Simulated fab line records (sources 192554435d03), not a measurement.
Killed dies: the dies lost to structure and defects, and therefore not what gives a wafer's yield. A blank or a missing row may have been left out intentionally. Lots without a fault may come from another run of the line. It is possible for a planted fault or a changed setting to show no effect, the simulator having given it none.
Matching of chambers    flow n5Finfet    N5_FIN_SAQP_ALD_61 on aldSin-03: 4 sister chambers
The step deposits SiO2, target thk 4 nm, pulse time 1 s, purge time 2 s. 20 wafers are shown with their chamber, then 10 later ones without.

WAFERS, EACH WITH ITS CHAMBER
wafer   chamber  heaterPowerW (W)  precursorPulseHeightRel  chamberPressureTorr (Torr)
L080.1  0        503               0.982                    1.996
L080.2  3        418               1.006                    2.001
L080.5  2        438               1.024                    1.999
L085.2  2        437               0.978                    2.008
L085.5  0        514               1.011                    1.995
L085.6  3        427               0.994                    1.994
L086.1  0        505               1.002                    1.998
L086.3  3        423               1.006                    1.996
L086.4  2        442               0.944                    2.003
L087.3  2        437               0.986                    2.005
L087.5  2        444               0.962                    2.006
L087.6  3        424               1.004                    1.997
L088.1  0        509               0.985                    1.996
L088.2  1        469               1.037                    2.000
L088.3  3        423               1.013                    2.001
L090.1  3        430               0.976                    2.007
L090.4  1        489               1.033                    2.005
L090.5  2        448               0.981                    1.993
L091.1  3        425               1.022                    1.996
L091.4  1        483               1.002                    1.999

SIGNATURES, as means of the wafers listed above
reading                  chamber 0  chamber 1  chamber 2  chamber 3  scatter within a chamber
heaterPowerW             507.75     480.33     441.00     424.29     5.39
precursorPulseHeightRel  0.99500    1.02400    0.97917    1.00300    0.0197
chamberPressureTorr      1.99625    2.00133    2.00233    1.99886    0.0043
Rule: a wafer's distance from a chamber is the root of the sum, over the readings, of the square of ((its reading less the chamber's mean) divided by the reading's scatter). If the next closest chamber is less than 2 further off than the closest, the wafer can't be placed; otherwise it belongs to the closest. The scatter: the root of (the sum of the squares of (reading less its chamber's mean) over the shown wafers, divided by (wafers less chambers)).

WAFERS WHOSE CHAMBER IS MISSING
wafer   heaterPowerW (W)  precursorPulseHeightRel  chamberPressureTorr (Torr)
L091.5  436               1.009                    2.001
L092.1  466               1.025                    2.009
L092.4  435               0.996                    2.008
L092.5  509               1.041                    1.997
L096.1  449               0.956                    1.998
L096.3  476               1.016                    2.003
L096.5  473               0.974                    2.005
L097.2  424               1.025                    1.994
L097.4  439               0.995                    2.000
L097.6  473               0.989                    1.997

THE CHAMBER EACH PASSED THROUGH
wafer   from the rows above      in truth
L091.5  can't be placed: 2 or 3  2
L092.1  1                        1
L092.4  can't be placed: 2 or 3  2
L092.5  0                        0
L096.1  2                        2
L096.3  1                        1
L096.5  1                        1
L097.2  3                        3
L097.4  can't be placed: 2 or 3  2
L097.6  1                        1
7 of 10 placed correctly. From these rows, 3 cannot be placed; in 3 the true chamber is one of the candidates. Wrongly placed: 0.
